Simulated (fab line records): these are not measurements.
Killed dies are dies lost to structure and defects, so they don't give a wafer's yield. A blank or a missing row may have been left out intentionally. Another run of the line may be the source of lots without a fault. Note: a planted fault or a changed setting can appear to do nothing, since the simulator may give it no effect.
A lot that was struck, set against a sound lot -- flow n5 finfet -- 30 steps out of a route of 1938
Sound: the wafers L625.2, L625.3, L625.6. Struck: wafers L638.3, L638.5, L638.6. At the end, the cause is stated.
Order at every step that has rows: each side's tool, ch and its chambers, its first start. Under that, the readings that differ: sound wafers -- struck wafers -- difference of the means -- sigmas: that difference in standard deviations of wafers without a fault.
alike: words and numbers the same on both sides, and readings whose means are apart by under 2 such deviations; not compared: readings that were withheld, readings missing a value for some wafer, numbers with overlapping values and no deviation given by the record, and bounds like >300 which may hide the same value.
Wherever a step has rows on one side only, a row that says differs or no value, or a row with sigmas, the two part there. Numbers that have no deviation but don't overlap get no sigmas and don't part them. Lack of a reading on every wafer of one side parts them only where that side has two or more wafers.

first, 4 steps without rows for these wafers: N5_MIM_BOT_LITHO_EXPOSE_05 (exposes mask MIM BOT); N5_MIM_BOT_LITHO_PEB_06; N5_MIM_BOT_LITHO_DEVELOP_07 (develop time 60 s); N5_MIM_BOT_LITHO_HARDBAKE_09 (time 120 s).
N5_MIM_BOT_LITHO_CD_MEAS_08 targets a cd of 3000 nm.
  sound on cd sem-03 ch 0, day 14 20:22; struck on cd sem-03 ch 0, day 17 06:56
  alike: cd nm
N5_MIM_BOT_LITHO_OVL_MEAS_11:
  sound on overlay-01 ch 0, day 14 20:23; struck on overlay-01 ch 0, day 17 06:58
  alike: MIM_BOT_OVL
N5_MIM_BOT_LITHO_INSPECT_12: inspects for defects (macro).
  sound on defect inspect-01, day 14 20:25; struck on defect inspect-01, day 17 06:59
  alike: raw defect count
then, 1 step without rows for these wafers: N5_MIM_BOT_LITHO_DESCUM_10 (chemistry O2, time 7.9 s).
N5_MIM_BOT_ETCH_ETCH_04: etches SiNx in CF4/O2, target depth 26 nm, time 13 s.
  sound on rie diel-06 ch 0,3, day 14 20:31; struck on rie diel-04 ch 2,3, day 17 07:05
reading,sound,struck,difference,sigmas
showerhead plenum p Torr (Torr),2.37 2.23 2.37,2.16 2.29 2.16,-0.12,-2
  alike: O2_flow_sccm, drypump motor current A, oes product au, rf vpp V, throttle valve pct
  not compared: rf hours counter h
N5_MIM_BOT_ETCH_ETCH_03: etches the open film in Cl2/BCl3, target depth 12 nm.
  sound on rie metal-02 ch 0,1, day 14 20:37; struck on rie metal-03 ch 0, day 17 07:14
reading,sound,struck,difference,sigmas
drypump motor current A (A),5.28 5.82 5.27,5.98 5.99 6.00,+0.53,+2
  alike: oes product au, throttle valve pct
  not compared: rf hours counter h
N5_MIM_BOT_ETCH_ETCH_00: etches TiN in Cl2/BCl3, target depth 45.5 nm.
  sound on rie metal-02 ch 0,1, day 14 20:42; struck on rie metal-03 ch 0, day 17 07:26
reading,sound,struck,difference,sigmas
drypump motor current A (A),5.28 5.78 5.28,5.96 5.99 5.99,+0.53,+2
  alike: oes product au, throttle valve pct
  not compared: rf hours counter h
then, 1 step without rows for these wafers: N5_MIM_BOT_ETCH_STRIP_01 (strips in O2).
N5_MIM_BOT_ETCH_STRIP_02: strips in post etch residue remover, time 1200 s.
  sound on wet bench-05 ch 2,5,7, day 14 20:55; struck on wet bench-05 ch 1,4,6, day 17 07:41
  alike: bath guard temp C, temp c
then, 2 steps without rows for these wafers: N5_MIM_BOT_ETCH_CLEAN_05 (cleans in IPA, time 180 s); N5_MIM_BOT_ETCH_SRD_06 (time 30 s).
N5_PASSIVATION_PECVD_55: deposits SiO2 from SiH4/N2O, target thk 400 nm, time 22.5 s.
  sound on pecvd-01 ch 0,2, day 14 21:21; struck on pecvd-03 ch 1,2, day 17 08:07
  alike: heater power w, showerhead plenum p Torr, showerhead vpp V, throttle valve pct
  not compared: since wet clean h
then, 9 steps without rows for these wafers: N5_PASSIVATION_PECVD_01 (deposits SiNx from SiH4/NH3/N2, target thk 200 nm, time 43.2 s); N5_PASSIVATION_HMDS_03 (time 60 s); N5_PASSIVATION_COAT_04; N5_PASSIVATION_EBR_06; N5_PASSIVATION_SOFTBAKE_05 (time 90 s); N5_PASSIVATION_EXPOSE_07 (exposes mask TV, defocus 0 nm, target cd 3000 nm); N5_PASSIVATION_PEB_08; N5_PASSIVATION_DEVELOP_09 (develop time 60 s); N5_PASSIVATION_HARDBAKE_11 (time 120 s).
N5_PASSIVATION_CD_MEAS_10 targets a cd of 3000 nm.
  sound on cd sem-03 ch 0, day 14 22:33; struck on cd sem-01 ch 0, day 17 08:38
  alike: cd nm
N5_PASSIVATION_OVL_MEAS_60:
  sound on overlay-01 ch 0, day 14 22:35; struck on overlay-02 ch 0, day 17 08:40
  alike: TV_OVL
N5_PASSIVATION_INSPECT_61: inspects for defects (macro).
  sound on defect inspect-01, day 14 22:36; struck on defect inspect-01, day 17 08:42
reading,sound,struck,difference,sigmas
raw defect count,4 1 1,>300 >300 >300,differs,
N5_PASSIVATION_DESCUM_12: chemistry O2, time 7.9 s.
  sound on rie diel-03 ch 0,2,3, day 14 22:43; struck on rie diel-01 ch 0,1,2, day 17 08:50
  alike: drypump motor current A, oes product au, rf vpp V, showerhead plenum p Torr, temp c, throttle valve pct
  not compared: rf hours counter h
N5_PASSIVATION_PROBE_49:
  record: rows for the struck wafers here (prober-01, day 17 16:02), none for the sound ones

== WHERE THEY PART ==
Last at N5_PASSIVATION_PROBE_49 as far as this record goes, first at N5_MIM_BOT_ETCH_ETCH_04.

WHY: what the simulator had put in
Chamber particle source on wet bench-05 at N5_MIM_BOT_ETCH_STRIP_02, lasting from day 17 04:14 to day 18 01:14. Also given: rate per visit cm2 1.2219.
